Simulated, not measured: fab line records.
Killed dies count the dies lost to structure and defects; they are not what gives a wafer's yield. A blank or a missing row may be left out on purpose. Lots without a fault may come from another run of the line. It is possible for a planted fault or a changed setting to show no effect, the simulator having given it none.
One fault seen from 3 desks | flow n5_finfet | numbers are kept per desk, each desk with only its own; the story behind them comes last

## AT THE METROLOGY DESK
What the gauges read, lot by lot, whatever tool the lot ran on: means of the sampled wafers that have a number. Any lot whose mean is over 4 standard deviations away from the usual mean is out of limits and marked OUT; that distance is given in the brackets.
Columns: A = M12_ILD_THK at N5_BEOL_M12_THK_MEAS_01, usual 655 nm
lot  | first seen here | A
L147 | day 10 18:29    | 660
L150 | day 11 15:07    | 646
L153 | day 12 00:04    | 654
L152 | day 12 10:39    | 652
L159 | day 13 17:32    | 655
L161 | day 14 04:05    | 659
L163 | day 14 20:37    | 680
L165 | day 15 07:17    | 681
L162 | day 15 07:34    | 657
This desk found nothing out of limits on any of the 9 lots.

## THE DEFECT DESK
Lot by lot, what the route's inspections counted, given as the mean of those sampled wafers with a number. Any lot whose mean is over 4 standard deviations away from the usual mean is out of limits and marked OUT; that distance is given in the brackets.
Columns: A = raw_defect_count at N5_BEOL_M11_INSPECT_58, usual 70
lot  | first seen here | A
L147 | day 10 18:19    | 47
L150 | day 11 14:56    | 76
L153 | day 11 23:54    | 116
L152 | day 12 10:26    | 77
L159 | day 13 17:22    | 76
L161 | day 14 03:52    | 76
L163 | day 14 20:27    | 70
L165 | day 15 07:07    | 42
L162 | day 15 07:23    | 60
This desk found nothing out of limits on any of the 9 lots.

## TOOL OWNER'S DESK, pecvd-04
The tool's own readings at N5_BEOL_M12_ILD_DEP_00 (deposits SiOC from DEMS/O2, target thk 658.92 nm, time 130.7 s): means of the sampled wafers that have a number, for each lot that ran on this tool. Any lot whose mean is over 4 standard deviations away from the usual mean is out of limits and marked OUT; that distance is given in the brackets.
Columns: A = heater_power_w at N5_BEOL_M12_ILD_DEP_00, usual 505 W; B = showerhead_plenum_p_Torr at N5_BEOL_M12_ILD_DEP_00, usual 5.700 Torr; C = showerhead_vpp_V at N5_BEOL_M12_ILD_DEP_00, usual 1405 V; D = throttle_valve_pct at N5_BEOL_M12_ILD_DEP_00, usual 11.9 %
lot  | first seen here | A   | B     | C    | D
L147 | day 10 18:20    | 520 | 5.702 | 1399 | 12.2
L152 | day 12 10:28    | 574 | 5.686 | 1451 | 12.7
L159 | day 13 17:24    | 563 | 5.703 | 1419 | 12.2
L163 | day 14 20:29    | 530 | 5.699 | 1417 | 12.4
L165 | day 15 07:10    | 516 | 5.696 | 1440 | 12.4
This desk found nothing out of limits on any of the 5 lots.

## BROUGHT TOGETHER
The metrology desk saw nothing out of limits.
No out-of-limits result turned up at the defect desk.
Nothing out of limits was seen by the tool owner's desk.

## WHAT THE SIMULATOR PUT IN
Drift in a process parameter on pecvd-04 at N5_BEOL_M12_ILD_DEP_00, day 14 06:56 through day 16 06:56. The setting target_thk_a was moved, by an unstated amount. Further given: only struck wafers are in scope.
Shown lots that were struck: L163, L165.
